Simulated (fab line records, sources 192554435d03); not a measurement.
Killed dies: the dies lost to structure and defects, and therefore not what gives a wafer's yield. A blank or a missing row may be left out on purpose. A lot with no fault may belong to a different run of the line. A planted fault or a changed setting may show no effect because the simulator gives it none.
Chamber matching	flow n5_finfet	N5_BEOL_M0_SAQP_SPACER1_ALD_98 on ald_sin-01 has 4 sister chambers
The step deposits SiO2, target thk 12.8 nm, pulse time 1 s, purge time 2 s. 8 wafers are shown with their chamber, then 9 later ones without.

== WAFERS PAIRED WITH THEIR CHAMBERS ==
wafer	chamber	heater_power_w (W)	precursor_pulse_height_rel
L086.2	0	483	0.981
L086.3	2	469	0.954
L087.1	2	476	1.032
L087.2	3	531	1.020
L087.6	1	405	0.968
L091.2	3	507	0.984
L091.4	0	484	0.993
L091.6	1	406	0.950

== WAFERS WITHOUT THEIR CHAMBER ==
wafer	heater_power_w (W)	precursor_pulse_height_rel
L092.2	405	0.991
L092.3	523	1.025
L092.5	470	0.986
L095.2	389	1.034
L095.3	476	0.981
L095.4	520	0.987
L096.3	473	1.017
L096.4	519	0.993
L096.5	469	1.027

== CHAMBER TAKEN BY EACH ==
wafer	from the rows above	in truth
L092.2	1	1
L092.3	3	3
L092.5	can't be placed: 2 or 0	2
L095.2	1	1
L095.3	can't be placed: 2 or 0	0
L095.4	3	3
L096.3	can't be placed: 2 or 0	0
L096.4	3	3
L096.5	can't be placed: 2 or 0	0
Correct placement for 5 of the 9. These rows do not allow placing 4 (true chamber among the candidates in 4). 0 placed wrongly.
How it was worked out, from the rows above alone: a wafer's distance from a chamber is the root of the sum, over the readings, of the square of ((its reading less the chamber's mean) divided by the reading's scatter). The wafer belongs to the nearest chamber; if the next one is less than 2 further off, it can't be placed. A chamber's mean is the mean of its shown wafers. The scatter is the square root of a quotient: the sum, over the shown wafers, of each reading's squared deviation from its chamber's mean, divided by wafers minus chambers.
